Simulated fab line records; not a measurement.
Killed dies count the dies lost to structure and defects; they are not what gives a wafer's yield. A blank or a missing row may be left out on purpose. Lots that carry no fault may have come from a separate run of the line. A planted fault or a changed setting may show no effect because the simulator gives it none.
Problem report in the 8D (eight disciplines) form, filled by code ; flow n5 finfet ; the parts of the form that need people (team, actions taken, sign-off) are left out

## 1. THE ISSUE
cd nm at N5_BEOL_M11_CD_MEAS_11 reads a mean of 57.5 nm on 6 wafers of 2 lots; wafers without a fault read 64.3 nm with a standard deviation of 0.58. Relative to the usual mean, that is a shift of -12 standard deviations.
The step: target cd 64.1 nm.
Earliest sighting: wafer L522.1 on cd sem-02 at day 11 15:34. Wafers with a number at this step in the record: 21, from 7 lots. Rule for "out" (also "out of limits"): further than 4 standard deviations from the usual mean. Any other wafer with a number is counted as sound.

## 2. WHAT IT IS, AND WHAT IT ISN'T
question;is;is not
which readings at this step;cd nm;-
which lots;L522, L526;L515, L517, L521, L532, L535
which wafers of those lots;all that have a number;-
read on which gauges;cd sem-01, cd sem-02;cd sem-03
when;from day 11 15:34;"up to then (9 sound wafers); but 6 sound wafers of L532, L535 came after"

## 3. THE SUSPECTS, EACH WITH WHAT RULES IT OUT
Counting: a tool at a process step up to the reading stays a suspect if it ran every lot that is out and no sound lot after the first of them.
- the gauge at N5_BEOL_M11_CD_MEAS_11 has been ruled out. Those wafers that are out were read across 2 gauges (cd sem-01, cd sem-02).
- arfi scanner-01 at N5_BEOL_M11_EXPOSE_08 (exposes mask M11): kept. It ran every lot that is out, first L522 (day 11 15:26), and no sound lot after that; its last sound lot up to then is L517 (day 10 21:46). Its own readings are out on those wafers: exposure dose mJ cm2.
Left after counting: arfi scanner-01 at N5_BEOL_M11_EXPOSE_08.

## 4. THE CAUSE (what the simulator had put in)
Process parameter drift: arfi scanner-01, from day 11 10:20 on, at N5_BEOL_M11_EXPOSE_08. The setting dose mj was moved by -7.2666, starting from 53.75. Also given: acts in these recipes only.
Only this tool survived the counting.

## 5. THE CHAIN OF EFFECTS, in route order
Each row: a reading whose mean over the struck wafers that have a number lies more than 3 standard deviations from the usual. Only readings for which the record gives a usual standard deviation are gone through. hours: the time from each lot's start at the first step in this table that gives one to its start at this step, as a median over the lots. sigmas: the change in usual standard deviations.
hours;step;reading;usual;on struck wafers;change;sigmas
0;N5_BEOL_M11_EXPOSE_08;exposure dose mJ cm2;53.72;47.22;-6.50;-99 or more
0;N5_BEOL_M11_CD_MEAS_11;cd nm;64.3 nm;57.5;-6.8;-12
1;N5_BEOL_M11_CD_MEAS_18;cd nm;70.3 nm;63.7;-6.6;-10
32;N5_BEOL_M15_RC_MEAS_101;SERP_M11;3.06 ohm/um;3.49;+0.43;+5.1
32;N5_BEOL_M15_RC_MEAS_101;SERP_M11_max_site;3.14 ohm/um;3.57;+0.43;+4.6
Its process steps:
- N5_BEOL_M11_EXPOSE_08: exposes mask M11.

## 6. HOW IT WOULD HAVE BEEN CAUGHT EARLIER
Counted from the fault's start at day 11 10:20, it took 5 hours until the first out-of-limits reading at a measuring or inspecting step in this record, taken at day 11 15:34.
The tool's own readings at N5_BEOL_M11_EXPOSE_08 were out on every struck wafer that the step has a row for (exposure dose mJ cm2): an alarm limit on them would have fired on the first of those.
Among the 2 lots that are out, L526 began N5_BEOL_M11_EXPOSE_08 on arfi scanner-01 after day 11 15:34. Holding the tool at that time would have saved it.
